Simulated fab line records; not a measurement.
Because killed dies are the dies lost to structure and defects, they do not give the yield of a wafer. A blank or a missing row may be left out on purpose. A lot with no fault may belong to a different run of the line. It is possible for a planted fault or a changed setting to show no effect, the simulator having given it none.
One fault through the eyes of 2 desks / flow nandHarc / each desk holds nothing but its own numbers, with what lay behind them at the end

THE DEFECT DESK
Per lot, the means of the sampled wafers with a number show what the inspections along the route counted. The brackets show how far a lot's mean lies from the usual mean; more than 4 standard deviations puts the lot out of limits, marked OUT.
Columns: A = rawDefectCount at NHARC_A_SOURCE_PLATE_INSPECT_08, usual 55
lot=L556; first seen here=day 8 00:22; A=42
lot=L557; first seen here=day 8 03:59; A=64
lot=L558; first seen here=day 8 09:52; A=36
lot=L560; first seen here=day 9 10:49; A=101
lot=L562; first seen here=day 10 11:55; A=93
lot=L568; first seen here=day 12 19:46; A=489 (+21) OUT
lot=L570; first seen here=day 13 18:57; A=470 (+20) OUT
lot=L574; first seen here=day 15 06:09; A=59
lot=L575; first seen here=day 15 09:37; A=34
lot=L576; first seen here=day 16 01:34; A=62
lot=L577; first seen here=day 16 10:29; A=49
lot=L578; first seen here=day 16 16:23; A=51
lot=L579; first seen here=day 17 07:25; A=36
This desk finds L568, L570 out of limits, L568 being first, at day 12 19:46 (rawDefectCount at NHARC_A_SOURCE_PLATE_INSPECT_08). Within limits: L556, L557, L558, L560, L562, L574, L575, L576, L577, L578, L579.

THE METROLOGY DESK
Means of the sampled wafers that have a number, per lot and without regard to the tool the lot ran on: this is what the gauges read. The brackets show how far a lot's mean lies from the usual mean; more than 4 standard deviations puts the lot out of limits, marked OUT.
Columns: A = thkNm at NHARC_P_BONDPAD_THK_MEAS_20, usual 160.8 nm; B = thkNm at NHARC_A_ONON_D1_THK_MEAS_18, usual 996 nm
lot=L556; first seen here=day 6 23:39; A=159.6; B=1003
lot=L557; first seen here=day 7 05:22; A=162.2; B=999
lot=L558; first seen here=day 7 10:09; A=160.5; B=979
lot=L560; first seen here=day 8 11:31; A=159.3; B=989
lot=L562; first seen here=day 9 07:59; A=161.5; B=1010
lot=L568; first seen here=day 11 20:12; A=160.5; B=991
lot=L570; first seen here=day 12 18:19; A=161.2; B=989
lot=L574; first seen here=day 14 06:50; A=159.6; B=977
lot=L575; first seen here=day 14 10:33; A=162.6; B=999
lot=L576; first seen here=day 15 00:56; A=160.7; B=1007
lot=L577; first seen here=day 15 12:03; A=163.4; B=994
lot=L578; first seen here=day 15 16:24; A=160.7; B=995
lot=L579; first seen here=day 16 08:14; A=160.0; B=1011
This desk's verdict: no lot among the 13 shows anything out of limits.

BROUGHT TOGETHER
The defect desk could have raised an alarm at day 12 19:46, on L568, L570.
The metrology desk saw nothing out of limits.
The metrology desk holds a record of L568, L570, inside its limits.
The lots listed all ran NHARC_A_SOURCE_PLATE_PRECLEAN_00 on wetBench-04.

WHAT THE SIMULATOR HAD INSERTED
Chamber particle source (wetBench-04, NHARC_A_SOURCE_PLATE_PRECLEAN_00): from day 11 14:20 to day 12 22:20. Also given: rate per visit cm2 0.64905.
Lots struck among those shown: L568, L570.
Hours from the fault's start to each desk's first reading out of limits: the defect desk, 29.
